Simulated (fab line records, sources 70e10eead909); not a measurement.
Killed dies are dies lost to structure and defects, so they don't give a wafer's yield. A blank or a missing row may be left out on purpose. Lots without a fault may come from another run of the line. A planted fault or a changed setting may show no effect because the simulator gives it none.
Problem report in the 8D (eight disciplines) form, filled by code | flow nand_harc | the parts of the form that need people (team, actions taken, sign-off) are left out

1. THE PROBLEM
killed_at_array at NHARC_END_SORT_01 reads a mean of 674 on 6 wafers of 2 lots; wafers without a fault read 26 with a standard deviation of 9.7. That is +67 standard deviations from the usual mean.
First seen on wafer L451.3, day 23 23:39, on prober-02. The record holds 15 wafers of 5 lots with a number at this step. Rule for "out", or "out of limits": more than 4 standard deviations from the usual mean. The other wafers with a number count as sound.

2. WHAT IT IS AND WHAT IT IS NOT
question                    | is                           | is not
which readings at this step | killed_at_array, killed_dies | killed_at_other, killed_at_periphery, killed_open, killed_short
which lots                  | L451, L452                   | L436, L438, L444
which wafers of those lots  | all that have a number       | -
read on which gauges        | prober-01, prober-02         | -
when                        | from day 23 23:39            | up to then (9 sound wafers)

3. SUSPECTS, AND WHAT RULES EACH OUT
Counting: a tool at a process step up to the reading stays a suspect if it ran every lot that is out and no sound lot after the first of them.
- the gauge at NHARC_END_SORT_01: ruled out. The wafers that are out were read on 2 gauges (prober-01, prober-02).
- rie_diel-11 at NHARC_A_CONTACT_ETCH_48 (etches the open film in CF4, target depth 39 nm, time 65 s): kept. It ran every lot that is out, first L451 (day 20 13:35), and no sound lot after that; its last sound lot up to then is L444 (day 19 05:20).
- rie_diel-11 at NHARC_A_CONTACT_ETCH_49 (etches the open film in N2/H2, target depth 260 nm, time 475.3 s): kept. It ran every lot that is out, first L451 (day 23 23:39), and no sound lot after that; its last sound lot up to then is L444 (day 22 04:25). NHARC_A_CONTACT_ETCH_49 gives no start for some lots, so the hours and the order of its lots are those of NHARC_END_SORT_01.
Left after counting: rie_diel-11 at NHARC_A_CONTACT_ETCH_48, rie_diel-11 at NHARC_A_CONTACT_ETCH_49.

4. THE CAUSE (what the simulator had put in)
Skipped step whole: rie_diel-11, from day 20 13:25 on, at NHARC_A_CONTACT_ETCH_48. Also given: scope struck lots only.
Counting left 2 suspects, and this tool is among them.

5. THE CHAIN OF EFFECTS, in route order
Each row: a reading whose mean over the struck wafers that have a number lies more than 3 standard deviations from the usual. Only readings for which the record gives a usual standard deviation are gone through. hours: the time from each lot's start at the first step in this table that gives one to its start at this step, as a median over the lots. sigmas: the change in usual standard deviations.
hours | step              | reading         | usual | on struck wafers | change | sigmas
0     | NHARC_END_SORT_01 | killed_at_array | 26    | 674              | +648   | +67
0     | NHARC_END_SORT_01 | killed_dies     | 31    | 677              | +646   | +67
Readings that are blank on the struck wafers while sound wafers have them: bias_w at NHARC_A_CONTACT_ETCH_48; cf4_flow_sccm at NHARC_A_CONTACT_ETCH_48; drypump_motor_current_A at NHARC_A_CONTACT_ETCH_48; oes_product_au at NHARC_A_CONTACT_ETCH_48; rf_vpp_V at NHARC_A_CONTACT_ETCH_48; showerhead_plenum_p_Torr at NHARC_A_CONTACT_ETCH_48; throttle_valve_pct at NHARC_A_CONTACT_ETCH_48.

6. WHAT WOULD HAVE CAUGHT IT SOONER
In this record the first reading out of limits at a measuring or inspecting step was taken at day 23 23:39, 82 hours after the fault began at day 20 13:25.
At NHARC_A_CONTACT_ETCH_48 the tool's readings are blank on the struck wafers, where sound wafers have them: an empty tool record is the first sign, and it was there at once.
All the lots that are out (2) had begun NHARC_A_CONTACT_ETCH_48 on rie_diel-11 by day 23 23:39. A hold on the tool at that time would have spared none of them.
